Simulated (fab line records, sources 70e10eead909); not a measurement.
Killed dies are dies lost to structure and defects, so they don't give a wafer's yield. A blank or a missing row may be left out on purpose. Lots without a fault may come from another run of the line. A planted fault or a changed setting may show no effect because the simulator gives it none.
Chamber matching | flow nand_harc | NHARC_A_BONDPAD_DESCUM_11 on rie_diel-07: 4 sister chambers
The step chemistry O2, time 3 s. 8 wafers are shown with their chamber, then 12 later ones without.

WAFERS WITH THEIR CHAMBER
wafer  | chamber | drypump_motor_current_A (A) | oes_product_au (a.u.)
L081.5 | 1       | 5.2                         | 0.992
L085.6 | 1       | 5.1                         | 0.997
L089.5 | 2       | 5.3                         | 0.986
L088.5 | 0       | 5.3                         | 1.028
L088.6 | 3       | 5.4                         | 1.013
L092.3 | 2       | 5.3                         | 0.997
L092.5 | 0       | 5.3                         | 1.009
L092.6 | 3       | 5.5                         | 1.021

WAFERS WITHOUT THEIR CHAMBER
wafer  | drypump_motor_current_A (A) | oes_product_au (a.u.)
L094.2 | 5.3                         | 0.994
L094.4 | 5.3                         | 0.999
L094.6 | 5.5                         | 1.028
L095.2 | 5.3                         | 1.015
L095.3 | 5.3                         | 0.996
L095.5 | 5.3                         | 1.010
L096.1 | 5.3                         | 1.005
L096.2 | 5.1                         | 1.010
L096.3 | 5.5                         | 1.027
L097.2 | 5.1                         | 0.988
L097.4 | 5.4                         | 1.014
L097.6 | 5.5                         | 1.020

WHICH CHAMBER EACH WENT THROUGH
wafer  | from the rows above               | in truth
L094.2 | 2                                 | 2
L094.4 | can't be placed: 2 or 0           | 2
L094.6 | 3                                 | 3
L095.2 | 0                                 | 0
L095.3 | 2                                 | 2
L095.5 | can't be placed: 0 or 2           | 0
L096.1 | can't be placed: 2 or 0 or 1 or 3 | 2
L096.2 | 1                                 | 1
L096.3 | 3                                 | 3
L097.2 | 1                                 | 1
L097.4 | can't be placed: 3 or 0           | 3
L097.6 | 3                                 | 3
Placed correctly: 8 of 12. Can't be placed from these rows: 4 (the true chamber is among the candidates in 4). Placed wrongly: 0.
How it was worked out, from the rows above alone: a wafer's distance from a chamber is the root of the sum, over the readings, of the square of ((its reading less the chamber's mean) divided by the reading's scatter). The wafer belongs to the nearest chamber; if the next one is less than 2 further off, it can't be placed. A chamber's mean is the mean of its shown wafers. The scatter: the root of (the sum of the squares of (reading less its chamber's mean) over the shown wafers, divided by (wafers less chambers)).
